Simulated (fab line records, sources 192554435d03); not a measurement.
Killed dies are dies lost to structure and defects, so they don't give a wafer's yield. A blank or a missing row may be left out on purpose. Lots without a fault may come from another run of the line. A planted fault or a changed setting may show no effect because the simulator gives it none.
Split-lot experiment | flow n5_finfet | 7 lots, 21 wafers read, on a route of 1938 steps

THE SPLIT
At N5_BEOL_M11_VIA_ETCH_34 (etches SiCOH lowk in C4F6/O2, target depth 184.5 nm, time 69.2 s), the setting source_w was moved away from the recipe's 345 W on 8 of the 21 wafers read, by -14.7% to +16.1%. The other wafers ran this setting at the recipe's value.

The reading is taken at the split's own step.

THE READING
rf_vpp_V, in V, at N5_BEOL_M11_VIA_ETCH_34 (etches SiCOH lowk in C4F6/O2, target depth 184.5 nm, time 69.2 s). Fault-free wafers of this fab line usually give 662 V, standard deviation 10 V.

wafer  | tool, chamber at the split | source_w as run, W | against the recipe | rf_vpp_V, V | against lot-mates on the recipe
L076.4 | rie_diel-03, 2             | 345                | recipe             | 644         | -
L076.5 | rie_diel-03, 0             | 345                | recipe             | 667         | -
L076.6 | rie_diel-03, 1             | 345                | recipe             | 664         | -
L077.1 | rie_diel-04, 2             | 376.6              | +9.2%              | 631         | -43
L077.2 | rie_diel-04, 1             | 345                | recipe             | 674         | -
L077.6 | rie_diel-04, 3             | 376.6              | +9.2%              | 642         | -32
L084.1 | rie_diel-01, 1             | 345                | recipe             | 675         | -
L084.2 | rie_diel-01, 0             | 345                | recipe             | 643         | -
L084.3 | rie_diel-01, 2             | 294.4              | -14.7%             | 702         | +43
L085.3 | rie_diel-03, 1             | 345                | recipe             | 665         | -
L085.5 | rie_diel-03, 2             | 345                | recipe             | 646         | -
L085.6 | rie_diel-03, 1             | 345                | recipe             | 665         | -
L090.1 | rie_diel-04, 3             | 319.2              | -7.5%              | 699         | +25
L090.2 | rie_diel-04, 2             | 319.2              | -7.5%              | 686         | +12
L090.4 | rie_diel-04, 1             | 345                | recipe             | 674         | -
L093.3 | rie_diel-01, 2             | 345                | recipe             | 648         | -
L093.5 | rie_diel-01, 3             | 345                | recipe             | 662         | -
L093.6 | rie_diel-01, 0             | 360.9              | +4.6%              | 630         | -25
L097.1 | rie_diel-04, 3             | 345                | recipe             | 669         | -
L097.2 | rie_diel-04, 1             | 400.5              | +16.1%             | 624         | -45
L097.5 | rie_diel-04, 2             | 400.5              | +16.1%             | 612         | -57

THE FIT
A straight line over all 21 wafers: rf_vpp_V changes by -2.97 V for each +1% of source_w; r = -0.89; the points scatter about the line by 11 V.
The same after taking each lot's own level away (the mean of its wafers on the recipe; 21 wafers): -3.19 V for each +1%; r = -0.93; scatter 9.2 V.
On that fit, the largest move of source_w shifts the reading by 51 V.
The lots' own levels span 655.0 to 674.0 V, that is 1.9 times the standard deviation above.
So the lot-to-lot level changes the slope little: the two slopes agree.
Check: with one of the wafers moved furthest among these (+16.1%) left out of the fit, the line predicts -56.4 V for it against its lot-mates. It came out at -45 V against them.
Tool readings at the split's step, against how far the setting was moved: rf_vpp_V r = -0.89.

OTHER SPLITS ON THESE WAFERS
These wafers also went through other splits before the reading. Each is held against what the fit with the lots' levels taken away leaves over:
other split on the same wafers   | wafers away from the commonest value | r with rf_vpp_V (lot level and that fit taken away)
N5_BEOL_M9_EXPOSE_08 dose_mj     | 7                                    | +0.01
N5_BEOL_M9_CMP_52 down_force_psi | 8                                    | -0.01
N5_BEOL_M10_COAT_63 spin_rpm     | 8                                    | +0.10
N5_BEOL_M10_EXPOSE_25 dose_mj    | 6                                    | -0.21

THE FILE'S OWN FIT
rf_vpp_V changes by -3.2 V for each +1% of source_w, r = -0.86.
